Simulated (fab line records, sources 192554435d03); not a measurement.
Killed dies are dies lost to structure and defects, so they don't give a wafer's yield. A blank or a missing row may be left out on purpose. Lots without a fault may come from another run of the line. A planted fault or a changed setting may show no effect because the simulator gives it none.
Split-lot experiment | flow n5_finfet | 7 lots, 39 wafers read, on a route of 1938 steps

THE SPLIT
At N5_MOL_CONTACT_COAG_PECVD_31 (deposits SiO2 from TEOS/O2, target thk 46 nm, time 8.9 s), the setting time_s was moved away from the recipe's 8.9 s on 9 of the 39 wafers read, by -58.1% to +31.7%. The other wafers ran this setting at the recipe's value.

FROM THE SPLIT TO THE READING: what the file shows between them, 4 steps
- N5_MOL_CONTACT_COAG_COAT_75: time 60 s, resist thk 60 nm
- N5_MOL_CONTACT_COAG_COAT_76: time 60 s, resist thk 10 nm
- N5_MOL_CONTACT_COAG_ETCHBACK_135: etches SiO2 in CHF3, target depth 25 nm, time 16.7 s
- N5_MOL_CONTACT_COAG_STRIP_118: strips in CHF3

THE READING
etch.depth_nm (the simulator's own value, which no gauge read), in nm, at N5_MOL_CONTACT_COAG_VIA_ETCH_46 (etches SiO2 in C4F6/O2, target depth 46 nm, overetch 9.2 nm, time 40 s). The file gives no usual value for it. The 30 wafers here that ran the recipe average 46.25 nm, standard deviation 0.53 nm.

wafer  | tool, chamber at the split | time_s as run, s | against the recipe | etch.depth_nm, nm | against lot-mates on the recipe
L087.1 | pecvd-04, 0                | 8.9              | recipe             | 46.87             | -
L087.2 | pecvd-04, 2                | 5.636            | -36.7%             | 30.31             | -16.12
L087.3 | pecvd-04, 1                | 8.9              | recipe             | 46.05             | -
L087.4 | pecvd-04, 2                | 8.9              | recipe             | 46.38             | -
L087.5 | pecvd-04, 1                | 5.636            | -36.7%             | 30.16             | -16.27
L087.6 | pecvd-04, 0                | 5.636            | -36.7%             | 30.06             | -16.37
L088.1 | pecvd-01, 2                | 11.72            | +31.7%             | 54.73             | +9.10
L088.2 | pecvd-01, 1                | 8.9              | recipe             | 45.06             | -
L088.3 | pecvd-01, 0                | 8.9              | recipe             | 45.66             | -
L088.4 | pecvd-01, 2                | 11.72            | +31.7%             | 56.06             | +10.43
L088.5 | pecvd-01, 0                | 11.72            | +31.7%             | 54.43             | +8.80
L088.6 | pecvd-01, 1                | 8.9              | recipe             | 46.17             | -
L092.1 | pecvd-04, 2                | 3.729            | -58.1%             | 19.89             | -26.34
L092.2 | pecvd-04, 1                | 3.729            | -58.1%             | 19.91             | -26.32
L092.3 | pecvd-04, 0                | 8.9              | recipe             | 45.69             | -
L092.4 | pecvd-04, 2                | 8.9              | recipe             | 46.79             | -
L092.5 | pecvd-04, 0                | 3.729            | -58.1%             | 20.66             | -25.57
L092.6 | pecvd-04, 1                | 8.9              | recipe             | 46.21             | -
L093.1 | pecvd-02, 1                | 8.9              | recipe             | 45.84             | -
L093.2 | pecvd-02, 2,0              | 8.9              | recipe             | 46.62             | -
L093.3 | pecvd-02, 2,0              | 8.9              | recipe             | 46.66             | -
L093.4 | pecvd-02, 1                | 8.9              | recipe             | 46.9              | -
L093.5 | pecvd-02, 0                | 8.9              | recipe             | 47.4              | -
L093.6 | pecvd-02, 2                | 8.9              | recipe             | 46.76             | -
L094.1 | pecvd-04, 0                | 8.9              | recipe             | 45.67             | -
L094.5 | pecvd-04, 0                | 8.9              | recipe             | 45.6              | -
L094.6 | pecvd-04, 1                | 8.9              | recipe             | 46.11             | -
L096.1 | pecvd-04, 2                | 8.9              | recipe             | 46.18             | -
L096.2 | pecvd-04, 0                | 8.9              | recipe             | 46.02             | -
L096.3 | pecvd-04, 1                | 8.9              | recipe             | 45.68             | -
L096.4 | pecvd-04, 1,0              | 8.9              | recipe             | 46.47             | -
L096.5 | pecvd-04, 1,0              | 8.9              | recipe             | 46.33             | -
L096.6 | pecvd-04, 2                | 8.9              | recipe             | 47.01             | -
L097.1 | pecvd-02, 1                | 8.9              | recipe             | 45.52             | -
L097.2 | pecvd-02, 2                | 8.9              | recipe             | 45.99             | -
L097.3 | pecvd-02, 0                | 8.9              | recipe             | 45.84             | -
L097.4 | pecvd-02, 1                | 8.9              | recipe             | 46.41             | -
L097.5 | pecvd-02, 2                | 8.9              | recipe             | 46.98             | -
L097.6 | pecvd-02, 0                | 8.9              | recipe             | 46.62             | -
Where a row lists several chambers, the file gives one row for several wafers and doesn't say which wafer went through which chamber.

THE FIT
A straight line over all 39 wafers: etch.depth_nm changes by +0.41 nm for each +1% of time_s; r = +0.99; the points scatter about the line by 1.4 nm.
The same after taking each lot's own level away (the mean of its wafers on the recipe; 39 wafers): +0.415 nm for each +1%; r = +0.99; scatter 1.2 nm.
On that fit, the largest move of time_s shifts the reading by 24 nm.
The lots' own levels span 45.630 to 46.697 nm, that is 2.0 times the standard deviation above.
So the lot-to-lot level changes the slope little: the two slopes agree.
Check: with one of the wafers moved furthest among these (-58.1%) left out of the fit, the line predicts -24.2 nm for it against its lot-mates. It came out at -26.3 nm against them.

THE WHOLE CHAIN: every reading that the file lists as answering this split, in the file's order
step                            | what it does                                                           | reading                                                                                   | change (the file's fit)               | r (the file's)
N5_MOL_CONTACT_COAG_PECVD_31    | deposits SiO2 from TEOS/O2, target thk 46 nm, time 8.9 s               | SiO2_of_MOL_CONTACT_COAG_PECVD_31.thk_nm (the simulator's own value, which no gauge read) | +0.448 nm for each +1% of the setting | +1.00
N5_MOL_CONTACT_COAG_VIA_ETCH_46 | etches SiO2 in C4F6/O2, target depth 46 nm, overetch 9.2 nm, time 40 s | etch.depth_nm (the simulator's own value, which no gauge read)                            | +0.421 nm for each +1% of the setting | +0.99

THE FILE'S OWN FIT
etch.depth_nm changes by +0.421 nm for each +1% of time_s, r = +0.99.
